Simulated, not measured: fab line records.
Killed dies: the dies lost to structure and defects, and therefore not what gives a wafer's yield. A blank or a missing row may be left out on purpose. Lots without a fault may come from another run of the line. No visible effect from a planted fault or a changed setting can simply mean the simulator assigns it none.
Comparing a struck lot with a sound one / flow n5_finfet / 22 steps out of a route of 1938
Sound: the wafers L679.1, L679.3, L679.6. Struck: wafers L683.1, L683.2, L683.4. The cause is named last.
For every step that has rows: the tool of each side, followed by ch and its chambers, followed by its first start. Under that, the readings that differ: sound wafers / struck wafers / difference of the means / sigmas: that difference in standard deviations of wafers without a fault.
alike: words and numbers the same on both sides, and readings whose means are apart by under 2 such deviations; not compared: readings that were withheld, readings missing a value for some wafer, numbers with overlapping values and no deviation given by the record, and bounds like >300 which may hide the same value.
Wherever a step has rows on one side only, a row that says differs or no value, or a row with sigmas, the two part there. Numbers that don't overlap but have no deviation are shown without sigmas and don't part them. A reading missing from all wafers of one side parts the sides only when that side holds two or more wafers.

first, 2 steps without rows for these wafers: N5_BEOL_M3_ANNEAL_87 (time 240 s); N5_BEOL_M3_SPUTTER_88 (material Cu, target thk 4.5 nm, time 8.29 s).
N5_BEOL_M3_ANNEAL_89: time 240 s.
  sound on pvd_sputter-03, day 8 15:36; struck on pvd_sputter-01, day 9 18:31
  alike: heater_power_w
then, 2 steps without rows for these wafers: N5_BEOL_M3_SPUTTER_90 (material Cu, target thk 4.5 nm, time 8.29 s); N5_BEOL_M3_ANNEAL_91 (time 240 s).
N5_BEOL_M3_SPUTTER_92: material Cu, target thk 4.5 nm, time 8.29 s.
  sound on pvd_sputter-03, day 8 15:58; struck on pvd_sputter-01, day 9 18:53
  alike: chamber_pressure_pa, chuck_gas_flow_sccm, throttle_valve_pct
then, 2 steps without rows for these wafers: N5_BEOL_M3_ANNEAL_93 (time 240 s); N5_BEOL_M3_SPUTTER_94 (material Cu, target thk 4.5 nm, time 8.29 s).
N5_BEOL_M3_ANNEAL_95: time 240 s.
  sound on pvd_sputter-03, day 8 16:16; struck on pvd_sputter-01, day 9 19:11
  alike: heater_power_w
then, 3 steps without rows for these wafers: N5_BEOL_M3_SPUTTER_96 (material Cu, target thk 4.5 nm, time 8.29 s); N5_BEOL_M3_ECD_50 (material Cu, target thk 300 nm); N5_BEOL_M3_ANNEAL_51 (time 90 s).
N5_BEOL_M3_CMP_52: polishes, stops on SiOC, t overpolish 6.8 s, target thk 40 nm.
  sound on cmp-02 ch 1,2,3, day 8 16:56; struck on cmp-02 ch 0,1,2, day 9 19:49
  no value came back on the struck wafers for any of 6 readings (barrier_field_endpoint_s (s), clearing_platen_down_force_psi (psi) and others); on the sound wafers barrier_field_endpoint_s (s) reads 23.9 23.7 24.7
reading=model.Cu_of_BEOL_M3_ECD_50.thk_nm (nm); sound=39.6 38.4 43; struck=303.8 303.2 299; difference=+261.7; sigmas=
reading=model.SiO2_of_BEOL_M3_PECVD_72.thk_nm (nm); sound=0 0 0; struck=15.8 15.8 16; difference=+15.9; sigmas=
  not compared: model.SiOC_of_BEOL_M3_ILD_DEP_00.thk_nm
N5_BEOL_M3_THK_MEAS_53: measures by xrf.
  sound on film_metro-01, day 8 17:11; struck on film_metro-02, day 9 20:07
reading=M3_THK (nm); sound=39.2 38.1 42.8; struck=297.7 299.4 294.0; difference=+257.0; sigmas=+99 or more
N5_BEOL_M3_PRE_CLEAN_60: time 15 s.
  sound on cvd_co-02 ch 0,1,2, day 8 17:13; struck on cvd_co-01 ch 0,1,2, day 9 20:10
  alike: heater_power_w
N5_BEOL_M3_CO_CAP_55: material Co, precursor CCTBA/H2, target thk 2 nm, time 102.1 s.
  sound on cvd_co-02 ch 0,1,2, day 8 17:16; struck on cvd_co-01 ch 0,1,2, day 9 20:12
  alike: heater_power_w
then, 2 steps without rows for these wafers: N5_BEOL_M3_PRE_CLEAN_56 (time 15 s); N5_BEOL_M3_DEP_57 (deposits SiCN from 3MS/NH3, target thk 8 nm, time 14 s).
N5_BEOL_M3_RS_MEAS_58: a four-point-probe measurement.
  sound on film_metro-02, day 8 17:27; struck on film_metro-02, day 9 20:23
reading=M3_RS (ohm/sq); sound=0.68 0.71 0.61; struck=0.06 0.06 0.06; difference=-0.61; sigmas=-17
N5_BEOL_M3_INSPECT_59: inspects for defects (darkfield).
  sound on defect_inspect-01, day 8 17:28; struck on defect_inspect-02, day 9 20:25
reading=raw_defect_count; sound=52 49 57; struck=4970 5339 5235; difference=+5129; sigmas=+99 or more
N5_BEOL_M4_RC_MEAS_101:
  the record has rows for the sound wafers here (prober-02 ch 0, day 9 02:58) and none for the struck ones
-- a jump in the record: the struck wafers' starts before and after are 5 days apart (it breaks off in module BEOL_M4 and resumes in module PASSIVATION, where the first step shown is number 1936 of the route) --
N5_PASSIVATION_PROBE_49:
  sound on prober-01, day 13 15:29; struck on prober-02, day 14 22:40
reading=defect_limited_yield (%); sound=89.0 91.4 91.4; struck=0 0 0; difference=-91; sigmas=-65
reading=killed_at_M0_to_M3; sound=52 38 33; struck=1110 1123 1106; difference=+1072; sigmas=+97
reading=killed_dies; sound=130 101 102; struck=1180 1180 1180; difference=+1069; sigmas=+63
reading=killed_on_rim; sound=18 7 14; struck=152 152 152; difference=+139; sigmas=+40
reading=sort_n_pass; sound=1050 1079 1078; struck=0 0 0; difference=-1069; sigmas=-63
reading=sort_yield_pct (%); sound=89.0 91.4 91.4; struck=0 0 0; difference=-91; sigmas=-65
  alike: killed_at_M4_up, killed_at_contacts, killed_at_front_end, killed_at_other, killed_open, killed_short, sort_bin_5_function, sort_bin_6_memory

WHERE THEY PART
Earliest at N5_BEOL_M3_CMP_52; latest, in this record, at N5_PASSIVATION_PROBE_49.

WHY: whatever the simulator had introduced
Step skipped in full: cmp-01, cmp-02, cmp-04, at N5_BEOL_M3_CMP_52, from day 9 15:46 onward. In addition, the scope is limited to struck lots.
